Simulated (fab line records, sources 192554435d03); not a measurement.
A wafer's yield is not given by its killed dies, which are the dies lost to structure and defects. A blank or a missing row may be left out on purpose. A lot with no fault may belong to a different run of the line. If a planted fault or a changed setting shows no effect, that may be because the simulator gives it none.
Which tool did it? -- flow n5-finfet -- Sampling: 10 lots, 30 wafers, 6 of 1938 route steps

WHAT THE GAUGES READ, wafer by wafer
N5_BEOL_M0_SAQP_CD_MEAS_14: the cd target is 42.5 nm. Usual: 42.5 nm for cd-nm, sd 0.39.
lot,measured,on,cd-nm (nm),flag
L710,day 5 15:44,cd-sem-02,42.7 42.6 42.5,
L712,day 6 09:12,cd-sem-03,42.7 42.1 42.9,
L714,day 6 18:49,cd-sem-03,42.5 42.0 42.2,
L718,day 7 16:02,cd-sem-02,43.1 43.0 42.9,
L722,day 9 00:52,cd-sem-02,49.5 49.0 48.9,OFF
L723,day 9 01:51,cd-sem-02,49.7 49.0 48.8,OFF
L724,day 9 06:59,cd-sem-03,47.7 47.7 47.7,OFF
L729,day 10 12:22,cd-sem-01,42.5 42.1 42.2,
L730,day 10 15:55,cd-sem-02,41.6 42.2 42.1,
L732,day 11 06:59,cd-sem-02,41.4 42.3 42.2,

N5_BEOL_M0_SAQP_INSPECT_16: inspects for defects (brightfield). Usual: 513 for raw-defect-count, sd 130.
lot,measured,on,raw-defect-count,flag
L710,day 5 15:47,defect-inspect-02,589 451 479,
L712,day 6 09:15,defect-inspect-02,718 774 583,
L714,day 6 18:52,defect-inspect-02,383 523 591,
L718,day 7 16:05,defect-inspect-01,491 538 529,
L722,day 9 00:55,defect-inspect-02,545 823 514,
L723,day 9 01:55,defect-inspect-02,451 449 327,
L724,day 9 07:02,defect-inspect-01,453 430 494,
L729,day 10 12:25,defect-inspect-02,689 523 573,
L730,day 10 15:58,defect-inspect-01,341 530 338,
L732,day 11 07:02,defect-inspect-01,478 427 461,

N5_BEOL_M4_RC_MEAS_101. Usual: DIBL_N 37.2 mV/V, standard deviation 1.9; DIBL_P 37.3 mV/V, standard deviation 2.2; IOFF_N 0.18 nA/um, standard deviation 0.038; IOFF_P 0.22 nA/um, standard deviation 0.039; ION_N 678 uA/um, standard deviation 11; ION_P 462 uA/um, standard deviation 6.9; SS_N 71.8 mV/dec, standard deviation 0.68; SS_P 73.5 mV/dec, standard deviation 0.65; VT_N 249 mV, standard deviation 3.4; VT_P -250 mV, standard deviation 3.2.
lot,measured,on,DIBL_N (mV/V),DIBL_P (mV/V),IOFF_N (nA/um),IOFF_P (nA/um),ION_N (uA/um),ION_P (uA/um),SS_N (mV/dec),SS_P (mV/dec),VT_N (mV),VT_P (mV),flag
L710,day 8 11:19,prober-02,35.0 38.2 34.7,34.6 37.9 35.4,0.13 0.20 0.14,0.15 0.20 0.17,660 669 677,449 449 458,71.1 71.7 71.3,72.9 72.7 73.3,250 247 250,-255 -252 -252,
L712,day 9 01:17,prober-02,37.6 39.2 36.5,37.9 37.8 35.9,0.18 0.22 0.16,0.26 0.26 0.22,673 693 664,465 466 460,71.8 72.8 72.1,73.4 73.0 73.3,248 245 251,-248 -245 -249,
L714,day 9 17:16,prober-01,37.4 36.9 35.6,40.0 38.2 36.7,0.20 0.19 0.16,0.25 0.23 0.20,686 676 679,475 465 457,72.4 72.2 71.0,73.3 74.3 73.1,244 249 251,-247 -250 -250,
L718,day 10 08:16,prober-01,37.8 37.4 34.0,36.8 36.3 32.8,0.16 0.15 0.11,0.21 0.21 0.17,684 691 676,460 472 471,71.1 71.6 70.4,73.3 72.7 71.9,252 251 254,-249 -248 -253,
L722,day 12 12:49,prober-02,35.6 37.1 35.7,36.8 37.6 36.7,0.16 0.16 0.15,0.22 0.22 0.20,680 672 670,468 462 461,70.9 71.2 71.6,74.1 74.2 73.6,248 251 254,-249 -251 -253,
L723,day 12 00:20,prober-01,40.5 38.5 37.3,39.0 37.2 35.0,0.22 0.19 0.15,0.26 0.23 0.20,682 686 665,466 472 460,72.9 70.8 70.8,73.8 73.6 72.8,247 245 253,-248 -249 -251,
L724,day 11 19:28,prober-01,36.9 38.3 36.3,35.2 38.0 35.0,0.15 0.19 0.15,0.19 0.24 0.20,676 684 675,461 464 460,71.7 71.8 71.7,72.9 74.0 73.7,250 248 251,-250 -249 -251,
L729,day 13 04:33,prober-02,36.8 36.7 37.4,35.1 36.2 36.5,0.17 0.17 0.21,0.22 0.24 0.25,677 682 691,458 469 470,71.2 72.7 72.2,73.7 73.2 73.4,248 248 244,-248 -248 -245,
L730,day 13 12:39,prober-02,36.7 37.6 36.4,38.0 39.6 37.7,0.19 0.22 0.18,0.22 0.26 0.22,684 690 685,462 462 462,71.4 72.2 72.3,73.8 73.6 73.1,247 247 248,-250 -249 -250,
L732,day 13 22:26,prober-02,35.6 33.3 37.0,36.9 32.9 37.7,0.16 0.11 0.18,0.19 0.15 0.22,669 655 678,460 453 459,71.8 71.8 72.6,73.2 73.2 73.6,251 257 248,-253 -255 -250,

EACH LOT AND THE TOOL THAT RAN IT (in order: tool; ch and the chambers of the sampled wafers; start)
lot,N5_MOL_CONTACT_COAG_CMP_52,N5_BEOL_M0_SAQP_PECVD_03,N5_BEOL_M0_SAQP_PEB_12
L710,"cmp-04 ch 0,3, day 5 10:45","pecvd-02 ch 0,2, day 5 15:10","litho-track-05 ch 0, day 5 15:40"
L712,"cmp-04 ch 0,1,3, day 6 03:29","pecvd-02 ch 0,1, day 6 08:29","litho-track-01 ch 0, day 6 09:08"
L714,"cmp-01 ch 0,3, day 6 12:19","pecvd-03 ch 1,2, day 6 18:13","litho-track-02 ch 0, day 6 18:44"
L718,"cmp-04 ch 0,1,3, day 7 10:25","pecvd-03 ch 0,2, day 7 15:20","litho-track-01 ch 0, day 7 15:58"
L722,"cmp-02 ch 0,3, day 8 18:10","pecvd-02 ch 0,2, day 9 00:04","litho-track-01 ch 0, day 9 00:47"
L723,"cmp-01 ch 0,1,2, day 8 18:21","pecvd-02 ch 0,1, day 9 01:10","litho-track-01 ch 0, day 9 01:47"
L724,"cmp-01 ch 0,1,3, day 8 23:22","pecvd-02 ch 0,2, day 9 06:17","litho-track-01 ch 0, day 9 06:55"
L729,"cmp-04 ch 1,2,3, day 10 07:05","pecvd-01 ch 0,2, day 10 11:42","litho-track-02 ch 0, day 10 12:17"
L730,"cmp-04 ch 0,1,3, day 10 09:50","pecvd-02 ch 0,1, day 10 15:19","litho-track-02 ch 0, day 10 15:50"
L732,"cmp-01 ch 0,1,2, day 11 01:14","pecvd-03 ch 0,1,2, day 11 06:25","litho-track-02 ch 0, day 11 06:55"
- N5_MOL_CONTACT_COAG_CMP_52: polishes, stops on SiO2, t overpolish 1.5 s, target thk 66.5 nm.
- N5_BEOL_M0_SAQP_PECVD_03: deposits SiCN from 3MS/NH3, target thk 12 nm, time 21.1 s.
- N5_BEOL_M0_SAQP_PEB_12: peb time 60 s.

WHAT THE TOOLS THEMSELVES READ (means of the sampled wafers that have a number; where no wafer has one, the mark that the record gives instead)
N5_MOL_CONTACT_COAG_CMP_52. Usual: motor-current-A 12.0 A, standard deviation 0.98; overpolish-run-s 1.501 s, standard deviation 0.0096; time-to-endpoint-s 12.6 s, standard deviation 2.3.
lot,tool,motor-current-A (A),overpolish-run-s (s),time-to-endpoint-s (s),flag
L710,cmp-04,13.1,1.505,10.9,
L712,cmp-04,12.5,1.496,13.1,
L714,cmp-01,11.6,1.507,11.4,
L718,cmp-04,12.6,1.508,10.0,
L722,cmp-02,11.7,1.499,10.7,
L723,cmp-01,12.4,1.502,15.1,
L724,cmp-01,12.1,1.497,13.6,
L729,cmp-04,12.2,1.488,12.5,
L730,cmp-04,13.0,1.506,11.3,
L732,cmp-01,11.9,1.495,13.9,

N5_BEOL_M0_SAQP_PECVD_03. Usual: chamber-pressure-Torr 3.000 Torr, standard deviation 0.0069; showerhead-plenum-p-Torr 3.662 Torr, standard deviation 0.011; throttle-valve-pct 9.2 %, standard deviation 0.34.
lot,tool,chamber-pressure-Torr (Torr),showerhead-plenum-p-Torr (Torr),throttle-valve-pct (%),flag
L710,pecvd-02,3.007,3.660,9.3,
L712,pecvd-02,2.998,3.662,9.4,
L714,pecvd-03,2.995,3.663,9.1,
L718,pecvd-03,3.000,3.650,9.0,
L722,pecvd-02,2.998,3.661,9.3,
L723,pecvd-02,3.004,3.664,9.1,
L724,pecvd-02,2.998,3.663,9.5,
L729,pecvd-01,2.999,3.662,9.0,
L730,pecvd-02,3.002,3.657,9.6,
L732,pecvd-03,2.997,3.659,9.3,

THE ANSWER, worked out from the rows above alone
Rule: take the mean of a lot's wafers that have a number; if it is more than 3 standard deviations from the usual mean, the lot is off. Also off: a lot with no number at a reading for which 4 or more lots have one. All remaining lots with rows at the step are treated as sound. First the gauges in route order, then the tools' own readings, where a lot's mean is used as printed above. The first step at which some lot is off is used, and at that step the reading that is off furthest; a lot without a number counts as furthest.
Off: L722, L723, L724, at N5_BEOL_M0_SAQP_CD_MEAS_14 (cd-nm).
If a tool, at a process step before that reading, ran all the lots that are off and no sound lot after the first of them, it fits. Those tools and the gauges at N5_BEOL_M0_SAQP_CD_MEAS_14 are tried in the same way. One candidate fits, namely litho-track-01 at N5_BEOL_M0_SAQP_PEB_12. Its last sound lot is L718 (day 7 15:58), its first lot that is off L722 (day 9 00:47): a fault that began between those two fits.

WHAT THE SIMULATOR HAD PUT IN
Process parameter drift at N5_BEOL_M0_SAQP_PEB_12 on litho-track-01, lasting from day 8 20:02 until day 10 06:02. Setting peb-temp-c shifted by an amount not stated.
Struck lots among those shown: L722, L723, L724. The rule given above showed the same thing.
